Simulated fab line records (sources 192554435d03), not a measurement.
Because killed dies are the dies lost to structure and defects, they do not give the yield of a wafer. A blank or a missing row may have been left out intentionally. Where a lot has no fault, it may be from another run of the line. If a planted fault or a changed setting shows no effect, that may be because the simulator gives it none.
Comparing a struck lot with a sound one / flow n5Finfet / 25 out of 1938 route steps
Sound: the wafers L551.2, L551.3, L551.6. Struck: wafer L555.3. (L555.2, L555.5 of the same lot were not struck and are left out.) The cause comes at the end.
Each step with rows lists, per side, the tool, then ch with its chambers, then its first start. Under that, the readings that differ: sound wafers / struck wafers / difference of the means / sigmas: that difference in standard deviations of wafers without a fault.
alike: a reading whose means differ by less than 2 such deviations, as well as words and numbers matching on both sides. not compared: withheld readings; readings where some wafer has no value; bounds like >300 that might hide an equal value; numbers whose values overlap and for which the record gives no deviation.
The two part at a step that has a row with sigmas, a row that says differs or no value, or rows on one side only. When numbers do not overlap yet have no deviation, they are printed without sigmas and do not part them. A reading that every wafer of one side lacks parts them only if that side has two wafers or more.

first, 1 step without rows for these wafers: N5_BEOL_M13_HARDBAKE_32 (time 120 s).
N5_BEOL_M13_CD_MEAS_28 targets a cd of 209.5 nm.
  sound on cdSem-03 ch 0, day 13 05:52; struck on cdSem-03 ch 0, day 14 18:32
  alike: cdNm
N5_BEOL_M13_OVL_MEAS_29:
  sound on overlay-01 ch 0, day 13 05:54; struck on overlay-01 ch 0, day 14 18:34
  alike: M13_OVL
N5_BEOL_M13_INSPECT_30: inspects for defects (macro).
  sound on defectInspect-01, day 13 05:55; struck on defectInspect-02, day 14 18:35
  alike: rawDefectCount
N5_BEOL_M13_DESCUM_33: chemistry O2, time 7.9 s.
  sound on rieDiel-06 ch 1,3, day 13 05:58; struck on rieDiel-02 ch 1, day 14 19:02
  alike: drypumpMotorCurrentA, o2FlowSccm, oesProductAu, rfVppV, showerheadPlenumPTorr, throttleValvePct
  not compared: rfHoursCounterH
then, 1 step without rows for these wafers: N5_BEOL_M13_ETCH_67 (etches SiARC in CF4, target depth 143 nm, time 238.3 s).
N5_BEOL_M13_ETCH_68: etches SOC in N2/H2, time 355 s.
  sound on rieDiel-06 ch 1,3, day 13 06:08; struck on rieDiel-02 ch 1, day 14 19:14
reading=showerheadPlenumPTorr (Torr); sound=2.50 2.39 2.50; struck=2.69; difference=+0.23; sigmas=+2
  alike: biasW, drypumpMotorCurrentA, oesProductAu, rfVppV, throttleValvePct
  not compared: rfHoursCounterH
then, 3 steps without rows for these wafers: N5_BEOL_M13_STRIP_69 (strips in N2/H2); N5_BEOL_M13_TRENCH_ETCH_34 (etches SiOC in C4F8/O2/Ar, target depth 413.47 nm, time 162.6 s); N5_BEOL_M13_STRIP_70 (strips in C4F8/O2/Ar).
N5_BEOL_M13_OCD_MEAS_35:
  sound on ocd-02, day 13 06:32; struck on ocd-01, day 14 19:37
  alike: trenchDepthNm
then, 1 step without rows for these wafers: N5_BEOL_M13_STRIP_37 (strips in N2/H2).
N5_BEOL_M13_ETCH_38: etches SiCN in CF4/N2, target depth 67.5 nm, time 71.9 s.
  sound on rieDiel-06 ch 0,2,3, day 13 07:15; struck on rieDiel-02 ch 3, day 14 20:14
reading=oesProductAu (a.u.); sound=0.68 0.86 0.74; struck=1.11; difference=+0.35; sigmas=+4
reading=model.etch.depthNm (nm); sound=55.81 56.63 58.4; struck=87.9; difference=+31.0; sigmas=
reading=model.SiOC_of_BEOL_M13_ILD_DEP_00.thkNm (nm); sound=793 796.6 800.6; struck=765; difference=-32; sigmas=
  alike: biasW, drypumpMotorCurrentA, rfVppV, showerheadPlenumPTorr, throttleValvePct
  not compared: rfHoursCounterH
then, 3 steps without rows for these wafers: N5_BEOL_M13_PRECLEAN_39 (cleans in residue remover, time 60 s); N5_BEOL_M13_SRD_40 (time 30 s, dry time 30 s); N5_BEOL_M13_DEGAS_41 (time 60 s).
N5_BEOL_M13_PRE_CLEAN_42: time 30 s.
  sound on pvdSputter-02, day 13 07:53; struck on pvdSputter-01, day 14 20:46
  alike: heaterPowerW
N5_BEOL_M13_SPUTTER_43: material TaN, target thk 15 nm, time 24.19 s.
  sound on pvdSputter-02, day 13 07:56; struck on pvdSputter-01, day 14 20:48
  alike: throttleValvePct
then, 1 step without rows for these wafers: N5_BEOL_M13_SPUTTER_44 (material Ta, target thk 10 nm, time 16.13 s).
N5_BEOL_M13_SPUTTER_45: material Cu, target thk 80 nm, time 13.33 s.
  sound on pvdSputter-02, day 13 08:05; struck on pvdSputter-01, day 14 20:58
  alike: throttleValvePct
then, 2 steps without rows for these wafers: N5_BEOL_M13_ECD_47 (material Cu, target thk 936 nm); N5_BEOL_M13_ANNEAL_48 (time 90 s).
N5_BEOL_M13_CMP_49: polishes, stops on SiOC, t overpolish 17.1 s, target thk 420 nm.
  sound on cmp-02 ch 0,1,2, day 13 08:46; struck on cmp-03 ch 1, day 14 22:08
reading=model.SiOC_of_BEOL_M13_ILD_DEP_00.thkNm (nm); sound=783 786.6 790.6; struck=755; difference=-32; sigmas=
  alike: barrierFieldEndpointS, motorCurrentA, overpolishRunS
N5_BEOL_M13_THK_MEAS_50: measures by xrf.
  sound on filmMetro-01, day 13 08:59; struck on filmMetro-02, day 14 22:21
  alike: M13_THK
N5_PASSIVATION_PROBE_49:
  sound on prober-01, day 14 15:40; struck on prober-01, day 16 03:46
reading=killedAtOther; sound=11 5 8; struck=0; difference=-8; sigmas=-3
  alike: defectLimitedYield, killed_at_M0_to_M3, killed_at_M4_up, killedAtContacts, killedAtFrontEnd, killedDies, killedOpen, killedShort, sort_bin_5_function, sort_bin_6_memory, sortNPass, sortYieldPct

WHERE THEY PART
At N5_BEOL_M13_ETCH_68 first; at N5_PASSIVATION_PROBE_49 last (within this record only).

WHY: the cause the simulator had injected
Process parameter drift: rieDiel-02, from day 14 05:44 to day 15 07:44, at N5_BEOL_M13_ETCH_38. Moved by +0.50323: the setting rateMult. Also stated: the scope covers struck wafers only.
